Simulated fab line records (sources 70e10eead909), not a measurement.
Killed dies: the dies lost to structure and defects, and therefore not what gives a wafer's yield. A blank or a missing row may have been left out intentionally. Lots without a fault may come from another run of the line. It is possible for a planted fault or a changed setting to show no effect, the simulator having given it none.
fab line records | flow nandHarc
record lots=13 wafers=39 lastDay=34
route steps=1302 shown A_WL_FILL@976 HYBRID_BOND@1242 THIN_TSV@1264 END@1302
lots untouched by any fault: they come from a run of this same line in which no faults occurred
startH: the number of hours between the record's first day and the start of the first shown wafer of the lot | waitH: hours from the lot's prior step to this one | " identical to the entry in the row above | L1.1+2: a single row standing in for several wafers | - no value present, or no start provided | * or withheld: withheld | < > ~ a bound
route shown NAME@n: names a module that has steps shown in the file, with the first one's number in the route | usual: mean/standard deviation of fault-free wafers | same: alike in all rows | chamber/n: place in a boat | sites: the reading at each site | _std_site: the values' standard deviation | _edge_site: mean of outer sites minus mean of inner sites | radiusMm: for every site, how far away it sits from the centre of the wafer | mask NAME#n: copy n | behind: the last tool/chamber to shape the wafer | hold: cause of the lot's hold/its duration in hours/its outcome | device: names the non-switching transistor (n, p or np) | end of line: the tests these same wafers got at the end of their route | where a step has no rows: the recipe by itself | killed: not the wafer's yield, but the dies lost to structure and defects at the first sort | map: per-die view of a wafer (x killed, . not killed, _ where there is no die)
set.NAME: the setting as run; set.NAME@STEP: as run at that earlier step | model.NAME: the simulator's own value behind a step, which no gauge read
route steps across a sampled set of lots; one table per step, one row per wafer
services: from which hour (startH, from the record's first day; less than 0 if before it) a tool's chamber was out of use, for how many hours, and why
## steps
# step NHARC_A_WL_FILL_CVD_20
# recipe targetThkA=1000 tempC=400 pressureTorr=40 wf6FlowSccm=40 h2FlowSccm=1600 arFlowSccm=1560 timeS=74 material=W
# usual heaterPowerW=877/35 throttleValvePct=7.94/0.23
# columns lot.wafer tool chamber startH waitH heaterPowerW throttleValvePct
L681.1 cvdW-01 1 486.29 - 889 7.65
L681.2 " 0 " " 882 8.07
L681.6 " 0 " " 879 8.09
L683.2 cvdW-01 0 497.03 - 893 8.06
L683.1 " 1 " " 888 7.94
L683.3 " 0 " " 903 8.03
L682.3 cvdW-01 0 497.21 - 900 8.11
L682.4 " 1 " " 865 7.85
L682.5 " 1 " " 888 7.77
L680.3 cvdW-02 0 500.73 - 940 7.65
L680.4 " 0 " " 944 7.74
L680.5 " 0 " " 939 7.73
L687.1 cvdW-01 0 531.13 - 907 7.98
L687.2 " 1 " " 865 7.53
L687.4 " 0 " " 925 7.97
L686.2 cvdW-02 1 535.23 - 818 8.12
L686.3 " 1 " " 813 7.71
L686.4 " 0 " " 940 7.84
L688.1 cvdW-02 1 564.84 - 826 8.00
L688.3 " 0 " " 954 7.95
L688.5 " 1 " " 822 7.91
L692.2 cvdW-02 1 600.79 - 809 7.88
L692.3 " 0 " " 928 7.75
L692.5 " 0 " " 932 7.75
L696.3 cvdW-02 0 629.88 - 919 8.04
L696.5 " 1 " " 843 7.97
L696.6 " 0 " " 922 8.06
L699.2 cvdW-01 0 679.91 - 901 8.09
L699.4 " 0 " " 880 8.17
L699.5 " 1 " " 864 7.68
L702.1 cvdW-02 1 705.45 - 849 8.31
L702.3 " 1 " " 855 8.05
L702.4 " 0 " " 886 7.87
L700.1 cvdW-02 0 708.67 - 888 7.90
L700.3 " 0 " " 898 7.96
L700.4 " 1 " " 878 8.50
L703.3 cvdW-02 1 720.91 - 865 8.43
L703.4 " 0 " " 886 8.00
L703.6 " 0 " " 900 7.84
# step NHARC_HYBRID_BOND_OVL_MEAS_05
# usual overlayXNm=-3/34 overlayYNm=4/31
# columns lot.wafer tool chamber startH waitH overlayXNm overlayYNm
L681.1 overlay-02 - 547.05 0.4 -17 11
L681.2 " - " " -45 15
L681.6 " - " " -65 -34
L683.1 overlay-01 - 556.60 0.4 -10 1
L683.2 " - " " -50 -4
L683.3 " - " " 29 29
L682.3 overlay-01 - 563.14 0.4 -12 45
L682.4 " - " " -32 42
L682.5 " - " " 65 -24
L680.3 overlay-01 - 563.15 0.4 -34 4
L680.4 " - " " -73 -4
L680.5 " - " " -29 -64
L687.1 overlay-02 - 589.27 0.4 -1 19
L687.2 " - " " 1 17
L687.4 " - " " -14 -9
L686.2 overlay-02 - 589.28 0.4 28 13
L686.3 " - " " -28 14
L686.4 " - " " 47 -41
L688.1 overlay-02 - 628.24 0.4 -13 10
L688.3 " - " " 55 -21
L688.5 " - " " -51 -4
L692.2 overlay-02 - 667.52 0.4 17 -5
L692.3 " - " " -43 8
L692.5 " - " " -18 -6
L696.3 overlay-02 - 692.98 0.4 10 -34
L696.5 " - " " -37 -24
L696.6 " - " " -16 35
L699.2 overlay-01 - 739.30 0.4 -48 27
L699.4 " - " " -9 -79
L699.5 " - " " 16 36
L702.1 overlay-02 - 761.43 0.4 -27 42
L702.3 " - " " 7 -14
L702.4 " - " " -32 -30
L700.1 overlay-01 - 767.67 0.4 47 18
L700.3 " - " " 20 25
L700.4 " - " " -21 26
L703.3 overlay-01 - 784.31 0.4 45 22
L703.4 " - " " -16 -37
L703.6 " - " " -38 -8
# step NHARC_THIN_TSV_CD_MEAS_16
# usual cdNm=1000.6/2.2
# columns lot.wafer tool chamber startH waitH cdNm
L681.1 cdSem-01 - 550.66 0.1 1003.2
L681.2 " - " " 1001.7
L681.6 " - " " 1000.4
L683.1 cdSem-02 - 560.31 0.1 1000.5
L683.2 " - " " 1001.4
L683.3 " - " " 999.3
L682.3 cdSem-01 - 568.04 0.1 998.3
L682.4 " - " " 1001.9
L682.5 " - " " 1000.6
L680.3 cdSem-02 - 569.10 0.1 996.8
L680.4 " - " " 1000.6
L680.5 " - " " 1000.4
L687.1 cdSem-03 - 592.90 0.2 1001.8
L687.2 " - " " 1001.1
L687.4 " - " " 1001.5
L686.2 cdSem-01 - 595.40 0.1 1001.5
L686.3 " - " " 1000.3
L686.4 " - " " 1001.0
L688.1 cdSem-01 - 631.83 0.1 998.3
L688.3 " - " " 999.2
L688.5 " - " " 1001.8
L692.2 cdSem-03 - 672.99 0.1 999.1
L692.3 " - " " 998.0
L692.5 " - " " 999.4
L696.3 cdSem-02 - 697.80 0.1 1001.0
L696.5 " - " " 1001.5
L696.6 " - " " 999.8
L699.2 cdSem-01 - 747.54 0.1 1004.0
L699.4 " - " " 1004.6
L699.5 " - " " 1004.9
L702.1 cdSem-02 - 766.67 0.1 996.4
L702.3 " - " " 998.8
L702.4 " - " " 998.0
L700.1 cdSem-03 - 771.39 0.1 1004.0
L700.3 " - " " 1003.5
L700.4 " - " " 1003.4
L703.3 cdSem-01 - 787.87 0.1 997.0
L703.4 " - " " 998.0
L703.6 " - " " 997.4
# step NHARC_THIN_TSV_ETCHBACK_48
# recipe targetDepthA=10285 overEtchFrac=0.3 timeS=405.17 ionEnergyEv=250 c4f8FlowSccm=withheld arFlowSccm=withheld rfW=600 biasW=300 chemistry=C4F8/Ar
# usual oesProductAu=0.95/0.031 rfVppV=548.4/2.9
# columns lot.wafer tool chamber startH waitH oesProductAu rfHoursCounterH rfVppV
L681.1 rieDiel-10 0 552.02 - 0.92 7.5 550.2
L681.2 " 1 " " 0.93 7.8 544.2
L681.6 " 2 " " 0.91 - 548.3
L683.1 rieDiel-10 3 561.62 - 0.93 8.5 550.3
L683.3 " 0 " " 0.93 8.6 548.6
L683.2 " 1 " " 0.93 8.9 543.9
L682.3 rieDiel-09 1 569.34 - 0.99 2.0 546.0
L682.4 " 3 " " 0.92 3.4 545.6
L682.5 " 1 " " 0.99 - 546.5
L680.3 rieDiel-06 0 570.36 - 0.94 4.2 549.0
L680.5 " 2 " " 0.94 - 550.2
L680.4 " 3 " " 0.93 - 551.9
L687.2 rieDiel-09 2 594.23 - 0.99 4.6 543.3
L687.1 " 3 " " 1.00 4.4 544.8
L687.4 " 1 " " 1.01 3.7 547.9
L686.2 rieDiel-06 3 596.72 - 0.93 5.4 551.9
L686.4 " 0 " " 0.95 5.1 547.9
L686.3 " 1 " " 0.94 5.0 551.4
L688.1 rieDiel-09 1 633.24 - 0.93 5.3 547.6
L688.3 " 0 " " 0.94 6.3 551.9
L688.5 " 1 " " 0.93 - 544.4
L692.3 rieDiel-06 3 674.26 - 0.97 0.8 551.1
L692.2 " 2 " " 1.00 1.5 548.8
L692.5 " 0 " " 1.01 - 548.8
L696.3 rieDiel-06 3 702.26 - 0.97 2.3 551.8
L696.5 " 2 " " 1.00 - 549.5
L696.6 " 3 " " 0.96 - 549.4
L699.2 rieDiel-10 2 748.85 - 0.90 8.8 547.8
L699.4 " 3 " " 0.93 8.5 550.2
L699.5 " 1 " " 0.93 - 545.5
L702.4 rieDiel-09 0 767.97 - 0.92 3.7 550.5
L702.1 " 1 " " 0.91 4.2 546.6
L702.3 " 2 " " 0.93 4.3 543.0
L700.3 rieDiel-09 0 772.70 - 0.92 4.2 551.2
L700.1 " 1 " " 0.92 4.6 547.1
L700.4 " 2 " " 0.92 4.9 542.9
L703.3 rieDiel-10 3 789.54 - 0.97 0.4 551.5
L703.4 " 1 " " 0.97 0.6 542.4
L703.6 " 2 " " 0.96 - 547.9
# step NHARC_END_SORT_01
# recipe tempC=25
# usual killedAtArray=49/19 killedAtOther=0.9/1.1 killedAtPeriphery=4.0/2.7 killedDies=54/19 killedOpen=3.3/1.8 killedShort=2.6/1.6
# same grossDies=677
# columns lot.wafer tool chamber startH waitH killedAtArray killedAtOther killedAtPeriphery killedDies killedOpen killedShort
L692.2 prober-02 0 686.37 2.8 142 1 1 144 3 3
L692.3 prober-02 0 687.16 3.1 51 3 2 56 4 1
L692.5 prober-02 0 688.74 3.7 39 1 3 43 4 1
L696.3 prober-01 0 716.34 3.1 40 0 8 48 3 2
L696.5 prober-01 0 717.94 3.7 129 2 2 133 4 2
L696.6 prober-01 0 718.73 4.0 33 0 6 39 4 4
# killed by level:class
L692.2 A_WL_FILL:unspecified=87 A_CHANNEL_HOLE_D1:chamberFilmFlake=34 A_CHANNEL_FILL_D1:chamberFilmFlake=6 A_STAIRCASE:chamberFilmFlake=6 A_WL_FILL:geometricParticle:short=3 P_CONTACT:geometricParticle:open=1 A_SOURCE_PLATE:geometricParticle:open=1 A_CHANNEL_HOLE_D2:geometricParticle:open=1
L692.3 A_CHANNEL_HOLE_D1:chamberFilmFlake=32 A_STAIRCASE:chamberFilmFlake=5 A_WL_FILL:chamberFilmFlake=4 THIN_TSV:chamberFilmFlake=2 A_SLIT:chamberFilmFlake=2 A_CONTACT:chamberFilmFlake=2 P_GATE:geometricParticle:open=1 A_CHANNEL_FILL_D1:geometricParticle:open=1
L692.5 A_CHANNEL_HOLE_D1:chamberFilmFlake=18 A_CHANNEL_FILL_D1:chamberFilmFlake=5 A_STAIRCASE:chamberFilmFlake=4 A_SLIT:chamberFilmFlake=3 A_CONTACT:chamberFilmFlake=3 A_WL_FILL:chamberFilmFlake=2 P_M0:geometricParticle:open=1 A_CHANNEL_FILL_D1:geometricParticle:open=1
L696.3 A_CHANNEL_HOLE_D2:chamberFilmFlake=16 A_CHANNEL_HOLE_D1:chamberFilmFlake=9 P_CONTACT:chamberFilmFlake=6 A_SLIT:chamberFilmFlake=5 A_DECK1_JOINT:chamberFilmFlake=3 A_STAIRCASE:chamberFilmFlake=2 A_CHANNEL_FILL_D1:geometricParticle:open=1 P_CONTACT:geometricParticle:open=1
L696.5 A_WL_FILL:unspecified=88 A_CHANNEL_HOLE_D2:chamberFilmFlake=17 A_CHANNEL_HOLE_D1:chamberFilmFlake=11 A_STAIRCASE:chamberFilmFlake=4 A_CONTACT:chamberFilmFlake=3 A_CHANNEL_FILL_D2:geometricParticle:open=2 P_CONTACT:chamberFilmFlake=2 A_ONON_D2:geometricParticle:open=1
L696.6 A_CHANNEL_HOLE_D2:chamberFilmFlake=11 A_CHANNEL_HOLE_D1:chamberFilmFlake=6 A_STAIRCASE:chamberFilmFlake=6 P_CONTACT:chamberFilmFlake=3 A_DECK1_JOINT:geometricParticle:open=2 A_SGD_CUT:geometricParticle:short=2 A_SLIT:chamberFilmFlake=2 A_CONTACT:chamberFilmFlake=2
## services
# columns tool chamber startH hours kind
rieDiel-06 - 484.20 9.0 pm
cvdW-02 1 495.53 9.1 repair
rieDiel-09 - 497.10 9.0 pm
cvdW-01 1 501.31 2.9 repair
rieDiel-09 1 515.45 2.2 repair
rieDiel-06 - 529.22 0.6 repair
rieDiel-09 1 541.57 7.5 repair
cvdW-01 - 547.00 13.0 pm
cvdW-02 - 547.04 0.5 repair
rieDiel-06 1 569.42 7.6 repair
rieDiel-10 2 570.54 2.1 repair
rieDiel-10 - 596.52 9.0 pm
rieDiel-09 2 611.45 1.7 repair
rieDiel-06 0 614.78 5.8 repair
cvdW-02 - 631.48 13.0 pm
rieDiel-06 0 636.80 7.5 repair
rieDiel-09 - 674.10 9.0 pm
cvdW-02 1 678.32 3.6 repair
cvdW-01 - 683.56 1.5 repair
rieDiel-09 0 683.78 7.6 repair
cvdW-01 1 725.78 14.0 repair
cvdW-01 - 728.07 13.0 pm
cvdW-01 1 757.03 18.6 repair
cvdW-01 0 760.22 10.3 repair
## key
firstSign step=NHARC_END_SORT_01 reading=killedAtArray direction=up sigmas=4.6 usual=49 struck=136
effect step=NHARC_END_SORT_01 reading=killedDies direction=up sigmas=4.5 usual=54 struck=138
moreKillsBornAt NHARC_A_WL_FILL_CVD_20@cvdW-02=175
metAt NHARC_A_WL_FILL_CVD_20
struckLots L692,L696
struckWafers L692.2,L696.5
testerLeftOut L692,L696
notActingAt NHARC_HYBRID_BOND_OVL_MEAS_05,NHARC_THIN_TSV_CD_MEAS_16,NHARC_THIN_TSV_ETCHBACK_48
onsetBetween 564.84 600.79
fault kind=chamberParticleSource tool=cvdW-02 chamber=1 onsetH=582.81 steps=NHARC_A_WL_FILL_CVD_20 ratePerVisitCm2=1.6149 endH=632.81
# testerLeftOut: of these lots the tester's yield and bins aren't shown, on N5 and GAA mostly nor the transistor test; their killed dies are dies lost to structure and defects alone, not to doping, threshold or leakage, so they don't give the yield
